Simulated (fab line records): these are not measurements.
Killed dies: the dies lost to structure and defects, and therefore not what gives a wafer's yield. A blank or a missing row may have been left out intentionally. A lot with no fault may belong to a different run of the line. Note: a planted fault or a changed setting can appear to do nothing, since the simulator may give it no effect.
A lot that was struck, set against a sound lot / flow n5-finfet / 38 steps out of a route of 1938
Sound: wafers L239.1, L239.2, L239.4. Struck: wafer L244.1. (L244.3 of the same lot was not struck and is left out.) The cause comes at the end.
Each step with rows lists, per side, the tool, then ch with its chambers, then its first start. Under that, the readings that differ: sound wafers / struck wafers / difference of the means / sigmas: that difference in standard deviations of wafers without a fault.
alike: a reading whose means differ by less than 2 such deviations, as well as words and numbers matching on both sides. not compared: withheld readings; readings where some wafer has no value; bounds like >300 that might hide an equal value; numbers whose values overlap and for which the record gives no deviation.
The two part at a step that has a row with sigmas, a row that says differs or no value, or rows on one side only. Non-overlapping numbers with no deviation appear without sigmas and do not part them. A reading missing from all wafers of one side parts the sides only when that side holds two or more wafers.

first, 9 steps without rows for these wafers: N5_BEOL_M8_DESCUM_33 (chemistry O2, time 7 s); N5_BEOL_M8_ETCH_72 (etches underlayer in N2/H2, target depth 6.5 nm, time 5.2 s); N5_BEOL_M8_ETCH_65 (etches SiARC in CF4, target depth 15.6 nm, time 26 s); N5_BEOL_M8_ETCH_66 (etches SOC in N2/H2, target depth 80 nm, overetch 16 nm, time 120 s); N5_BEOL_M8_STRIP_69 (strips in N2/H2); N5_BEOL_M8_STRIP_73 (strips in N2/H2); N5_BEOL_M8_VIA_ETCH_34 (etches SiCOH lowk in C4F6/O2, target depth 125.5 nm, time 50.5 s); N5_BEOL_M8_STRIP_76 (strips in C4F6/O2); N5_BEOL_M8_STRIP_36 (strips in N2/H2).
N5_BEOL_M8_TRENCH_ETCH_37: etches SiCOH lowk in C4F6/O2, target depth 93.478 nm, time 31.2 s.
  sound on rie-diel-06 ch 0,1,3, day 12 13:53; struck on rie-diel-06 ch 3, day 13 04:10
reading=run-length-s (s); sound=54.4 54.4 55.4; struck=47.9; difference=-6.8; sigmas=-19
reading=model.BEOL_M8.feature-depth-nm (nm); sound=91 93.6 92.4; struck=72.2; difference=-20.1; sigmas=
reading=model.etch.depth-nm (nm); sound=90.93 93.68 92.31; struck=72.27; difference=-20.04; sigmas=
reading=model.TiN_of_BEOL_M8_HM_DEP_02.thk-nm (nm); sound=17.4 17.4 17; struck=18.2; difference=+0.9; sigmas=
  alike: C4F6_flow_sccm, chamber-pressure-mTorr, drypump-motor-current-A, oes-product-au, rf-vpp-V, showerhead-plenum-p-Torr, throttle-valve-pct
  not compared: rf-hours-counter-h
then, 2 steps without rows for these wafers: N5_BEOL_M8_ETCH_41 (etches SiCN in CH3F/O2, target depth 31.9 nm, time 57.8 s); N5_BEOL_M8_STRIP_80 (strips in N2/H2, time 10 s).
N5_BEOL_M8_OCD_MEAS_38:
  sound: ocd-01 at day 12 14:02; struck: ocd-02 at day 13 04:20
reading=trench-depth-nm (nm); sound=90.6 94.1 92.4; struck=72.5; difference=-19.9; sigmas=-9
then, 13 steps without rows for these wafers: N5_BEOL_M8_HM_STRIP_39 (strips TiN in peroxide tin strip, target depth 25 nm, time 158 s); N5_BEOL_M8_SRD_40 (time 30 s); N5_BEOL_M8_PRECLEAN_42 (cleans in residue remover, time 60 s); N5_BEOL_M8_SRD_43 (time 30 s); N5_BEOL_M8_CURE_75 (cures SiCOH lowk, time 120 s); N5_BEOL_M8_DEGAS_44 (time 60 s); N5_BEOL_M8_PRE_CLEAN_45 (time 30 s); N5_BEOL_M8_ALD_77 (deposits TaN, target thk 2 nm, pulse time 2 s, purge time 3 s); N5_BEOL_M8_SURFACE_TREAT_79; N5_BEOL_M8_CVD_78 (deposits Co from CCTBA/H2, target thk 2 nm, time 142.3 s); N5_BEOL_M8_SPUTTER_48 (material Cu, target thk 10 nm, time 1.667 s); N5_BEOL_M8_ECD_50 (material Cu, target thk 300 nm); N5_BEOL_M8_ANNEAL_51 (time 90 s).
N5_BEOL_M8_CMP_52: polishes, stops on SiCOH lowk, t overpolish 6.9 s, target thk 80 nm.
  sound on cmp-02 ch 1,2,3, day 12 17:06; struck on cmp-02 ch 1, day 13 06:36
reading=barrier-field-endpoint-s (s); sound=29.3 27.6 27.8; struck=30.0; difference=+1.8; sigmas=+2
reading=time-to-endpoint-s (s); sound=62 56 54; struck=64; difference=+7; sigmas=+2
reading=model.Cu_of_BEOL_M8_ECD_50.thk-nm (nm); sound=77 78.6 77.2; struck=59.4; difference=-18.2; sigmas=
  alike: motor-current-A, overpolish-run-s
N5_BEOL_M8_THK_MEAS_53: measures by xrf.
  sound: film-metro-01 at day 12 17:23; struck: film-metro-02 at day 13 06:49
reading=M8_THK (nm); sound=78.3 80.1 78.9; struck=60.3; difference=-18.8; sigmas=-7
then, 2 steps without rows for these wafers: N5_BEOL_M8_PRE_CLEAN_55 (time 15 s); N5_BEOL_M8_DEP_56 (deposits SiCN from 3MS/NH3, target thk 10 nm, time 17.5 s).
N5_BEOL_M8_RS_MEAS_57: the measuring method here is four-point-probe.
  sound: film-metro-02 at day 12 17:31; struck: film-metro-01 at day 13 06:57
reading=M8_RS (ohm/sq); sound=0.300 0.291 0.299; struck=0.409; difference=+0.112; sigmas=+10
then, 5 steps without rows for these wafers: N5_BEOL_M9_ILD_DEP_00 (deposits SiCOH lowk from DEMS/porogen, target thk 308.51 nm, time 58 s); N5_BEOL_M9_CURE_71 (cures SiCOH lowk, time 240 s); N5_BEOL_M9_PECVD_70 (deposits SiO2 from TEOS/O2, target thk 20 nm, time 22.7 s); N5_BEOL_M9_HM_DEP_02 (deposits TiN, target thk 20 nm); N5_BEOL_M9_COAT_59 (time 60 s, resist thk 100 nm).
-- here the record skips 2 days between the struck wafers' starts before and after, leaving off in module BEOL_M9 and picking up in module BEOL_M15 (first step shown: number 1830 of the route) --
N5_BEOL_M15_RC_MEAS_101:
  sound on prober-01 ch 0, day 15 04:17; struck on prober-01 ch 0, day 15 17:36
reading=SERP_M14 (ohm/um); sound=0.167 0.172 0.162; struck=0.150; difference=-0.017; sigmas=-3
reading=SERP_M5 (ohm/um); sound=45.9 43.2 40.8; struck=38.2; difference=-5.1; sigmas=-2
reading=SERP_M8 (ohm/um); sound=13.6 13.8 14.3; struck=20.5; difference=+6.6; sigmas=+9
reading=SERP_M8_max_site (ohm/um); sound=14.1 14.2 14.9; struck=21.0; difference=+6.6; sigmas=+8
  alike: COMB_M10, COMB_M11, COMB_M11_max_site, COMB_M12, COMB_M13, COMB_M14, COMB_M15, COMB_M5, COMB_M6, COMB_M7, COMB_M9, SERP_M10, SERP_M11, SERP_M12, SERP_M13, SERP_M6, SERP_M7, SERP_M9, SERP_M9_max_site
N5_PASSIVATION_PROBE_49:
  sound: prober-01 at day 15 19:27; struck: prober-02 at day 16 08:42
  alike: defect-limited-yield, killed_at_M0_to_M3, killed_at_M4_up, killed-at-contacts, killed-at-front-end, killed-at-other, killed-dies, killed-open, killed-short, sort_bin_5_function, sort_bin_6_memory, sort_bin_8_speed, sort-n-pass

## WHERE THEY PART
Last at N5_BEOL_M15_RC_MEAS_101 as far as this record goes, first at N5_BEOL_M8_TRENCH_ETCH_37. Later steps at which nothing parts them and some readings are alike: N5_PASSIVATION_PROBE_49.

WHY: whatever the simulator had introduced
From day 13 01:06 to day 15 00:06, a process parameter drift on rie-diel-06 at N5_BEOL_M8_TRENCH_ETCH_37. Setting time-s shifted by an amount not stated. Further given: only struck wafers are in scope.
